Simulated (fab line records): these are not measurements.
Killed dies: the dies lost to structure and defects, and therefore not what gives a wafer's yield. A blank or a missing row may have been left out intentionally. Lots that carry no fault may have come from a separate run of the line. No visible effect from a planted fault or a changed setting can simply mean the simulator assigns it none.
Matching of chambers -- flow nandHarc -- NHARC_A_ZERO_WELL_ETCH_19 on rieDiel-02 has 4 sister chambers
The step etches the open film in N2/H2, target depth 80 nm, overetch 24 nm, time 87.88 s. 20 wafers are shown with their chamber, then 10 later ones without.

== WAFERS PAIRED WITH THEIR CHAMBERS ==
wafer,chamber,showerheadPlenumPTorr (Torr),drypumpMotorCurrentA (A),rfVppV (V)
L077.2,0,1.97,5.4,428.2
L077.5,3,2.17,5.9,434.5
L077.6,2,2.09,5.8,433.3
L076.3,1,2.07,6.4,432.6
L076.5,3,2.17,5.9,434.5
L076.6,0,1.97,5.5,428.0
L080.2,2,2.09,5.9,431.6
L080.3,1,2.06,6.4,431.9
L080.4,0,1.97,5.4,427.3
L082.2,0,1.97,5.4,428.1
L082.3,3,2.17,6.0,435.5
L082.4,1,2.06,6.4,431.7
L084.2,0,1.97,5.5,428.8
L084.4,2,2.08,5.8,432.6
L084.5,2,2.08,5.9,432.3
L085.1,1,2.06,6.4,431.9
L085.3,0,1.97,5.4,428.7
L085.6,0,1.97,5.5,428.5
L092.1,0,1.97,5.4,429.0
L092.2,2,2.08,5.8,433.2

SIGNATURES, as means of the wafers listed above
reading,chamber 0,chamber 1,chamber 2,chamber 3,scatter within a chamber
showerheadPlenumPTorr,1.9700,2.0625,2.0840,2.1700,0.00349
drypumpMotorCurrentA,5.438,6.400,5.840,5.933,0.0484
rfVppV,428.325,432.025,432.600,434.833,0.567
Rule: for each reading, subtract the chamber's mean from the wafer's reading, divide by that reading's scatter and square the result; add these up over the readings and take the root, which gives the wafer's distance from the chamber. The wafer belongs to the nearest chamber; if the next one is less than 2 further off, it can't be placed. How the scatter is found: for the shown wafers, subtract from each reading the mean of its chamber, square and add these, divide the total by (wafers less chambers), then take the root.

== WAFERS WITH NO CHAMBER GIVEN ==
wafer,showerheadPlenumPTorr (Torr),drypumpMotorCurrentA (A),rfVppV (V)
L092.6,1.97,5.4,428.4
L091.3,1.97,5.4,427.9
L091.4,1.97,5.4,427.7
L091.5,2.08,5.8,431.1
L094.3,2.08,5.8,431.7
L094.4,2.17,5.9,433.3
L094.6,2.08,5.8,430.3
L095.1,2.06,6.3,432.2
L095.4,2.08,5.8,431.9
L095.6,2.06,6.4,431.6

== WHICH CHAMBER EACH ONE RAN IN ==
wafer,from the rows above,in truth
L092.6,0,0
L091.3,0,0
L091.4,0,0
L091.5,2,2
L094.3,2,2
L094.4,3,3
L094.6,2,2
L095.1,1,1
L095.4,2,2
L095.6,1,1
10 of 10 placed correctly. Left unplaced by these rows: 0. Placed wrongly: 0.
